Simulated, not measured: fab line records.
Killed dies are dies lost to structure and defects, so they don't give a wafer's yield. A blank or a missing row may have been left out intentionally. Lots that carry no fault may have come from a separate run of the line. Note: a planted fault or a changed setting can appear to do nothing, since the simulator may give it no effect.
Which tool was responsible? :: flow n5Finfet :: 12 lots with 36 wafers sampled at 4 steps, on a route of 1938 steps

WHAT EACH GAUGE READ, for each wafer
N5_SD_EPI_N_INSPECT_11: inspects for defects (macro).
lot: L075
measured: day 3 10:17
on: defectInspect-02
rawDefectCount: 0 4 4

lot: L077
measured: day 3 20:53
on: defectInspect-02
rawDefectCount: 3 2 4

lot: L079
measured: day 4 08:46
on: defectInspect-01
rawDefectCount: 1 4 2

lot: L081
measured: day 4 22:49
on: defectInspect-02
rawDefectCount: 4 4 4

lot: L083
measured: day 5 07:40
on: defectInspect-01
rawDefectCount: 1 1 1

lot: L085
measured: day 5 17:53
on: defectInspect-01
rawDefectCount: 3 2 1

lot: L087
measured: day 6 08:40
on: defectInspect-01
rawDefectCount: 2 4 1

lot: L089
measured: day 6 20:47
on: defectInspect-02
rawDefectCount: 1 0 0

lot: L091
measured: day 7 07:16
on: defectInspect-01
rawDefectCount: 1 3 3

lot: L093
measured: day 7 20:59
on: defectInspect-01
rawDefectCount: 2 1 0

lot: L095
measured: day 8 06:53
on: defectInspect-01
rawDefectCount: 2 3 1

lot: L097
measured: day 8 20:38
on: defectInspect-02
rawDefectCount: 2 3 0

TOOL THAT RAN EACH LOT (tool first, then ch and the chambers of the sampled wafers, then the start)
lot: L075
N5_DUMMY_GATE_ETCH_31: rieDiel-01 ch 0,3, day 3 08:23
N5_DUMMY_GATE_STRIP_48: rieDiel-01 ch 0,1,3, day 3 08:56
N5_SPACER0_ALD_07: aldSin-04 ch 1,2, day 3 09:23

lot: L077
N5_DUMMY_GATE_ETCH_31: rieDiel-01 ch 1,2,3, day 3 18:49
N5_DUMMY_GATE_STRIP_48: rieDiel-01 ch 0,3, day 3 19:29
N5_SPACER0_ALD_07: aldSin-02 ch 0,1, day 3 19:43

lot: L079
N5_DUMMY_GATE_ETCH_31: rieDiel-01 ch 0,1,3, day 4 06:59
N5_DUMMY_GATE_STRIP_48: rieDiel-01 ch 0,3, day 4 07:31
N5_SPACER0_ALD_07: aldSin-04 ch 0,1,3, day 4 07:44

lot: L081
N5_DUMMY_GATE_ETCH_31: rieDiel-02 ch 0,1,3, day 4 21:02
N5_DUMMY_GATE_STRIP_48: rieDiel-02 ch 1,2,3, day 4 21:34
N5_SPACER0_ALD_07: aldSin-01 ch 0,1,3, day 4 21:47

lot: L083
N5_DUMMY_GATE_ETCH_31: rieDiel-01 ch 0,1, day 5 05:52
N5_DUMMY_GATE_STRIP_48: rieDiel-04 ch 0,1, day 5 06:25
N5_SPACER0_ALD_07: aldSin-01 ch 0,1, day 5 06:39

lot: L085
N5_DUMMY_GATE_ETCH_31: rieDiel-04 ch 0,2,3, day 5 16:14
N5_DUMMY_GATE_STRIP_48: rieDiel-02 ch 0,2, day 5 16:46
N5_SPACER0_ALD_07: aldSin-01 ch 1,3, day 5 16:59

lot: L087
N5_DUMMY_GATE_ETCH_31: rieDiel-02 ch 2,3, day 6 06:50
N5_DUMMY_GATE_STRIP_48: rieDiel-02 ch 1,2,3, day 6 07:25
N5_SPACER0_ALD_07: aldSin-02 ch 2,3, day 6 07:38

lot: L089
N5_DUMMY_GATE_ETCH_31: rieDiel-02 ch 0,1, day 6 18:58
N5_DUMMY_GATE_STRIP_48: rieDiel-01 ch 0,1,2, day 6 19:31
N5_SPACER0_ALD_07: aldSin-04 ch 2,3, day 6 19:46

lot: L091
N5_DUMMY_GATE_ETCH_31: rieDiel-02 ch 0,1,3, day 7 05:08
N5_DUMMY_GATE_STRIP_48: rieDiel-01 ch 1,2,3, day 7 05:41
N5_SPACER0_ALD_07: aldSin-02 ch 1,3, day 7 06:14

lot: L093
N5_DUMMY_GATE_ETCH_31: rieDiel-02 ch 1,3, day 7 19:15
N5_DUMMY_GATE_STRIP_48: rieDiel-02 ch 0,1,3, day 7 19:47
N5_SPACER0_ALD_07: aldSin-02 ch 0,3, day 7 20:06

lot: L095
N5_DUMMY_GATE_ETCH_31: rieDiel-01 ch 2,3, day 8 04:59
N5_DUMMY_GATE_STRIP_48: rieDiel-02 ch 0,2, day 8 05:38
N5_SPACER0_ALD_07: aldSin-02 ch 2,3, day 8 05:52

lot: L097
N5_DUMMY_GATE_ETCH_31: rieDiel-02 ch 1,3, day 8 16:28
N5_DUMMY_GATE_STRIP_48: rieDiel-02 ch 0,1,2, day 8 17:03
N5_SPACER0_ALD_07: aldSin-02 ch 0,3, day 8 19:37
- N5_DUMMY_GATE_ETCH_31: etches SiO2 in C4F6/O2, target depth 82.5 nm, time 27.5 s.
- N5_DUMMY_GATE_STRIP_48: strips in N2/H2, time 20 s.
- N5_SPACER0_ALD_07: deposits SiNx, target thk 2 nm.

THE ANSWER, worked out from the rows above alone
Rule: the lots themselves supply what counts as usual. Put in order of their means at a reading, lots are off if they are a third of the lots or fewer, leave a main group of 4 or more, and stand apart from it by a gap of 3 or more times the standard deviation of the main group's means; of several such gaps the widest counts. The tables above print the reading to a certain number of digits; a main group whose means all agree to those digits is not used. A lot without any number at a reading at which 4 lots or more have one is off too. The other lots that the step has rows for count as sound.
Across all readings shown, no lot is off: no conclusion can be drawn from this.

WHAT WAS PUT IN BY THE SIMULATOR
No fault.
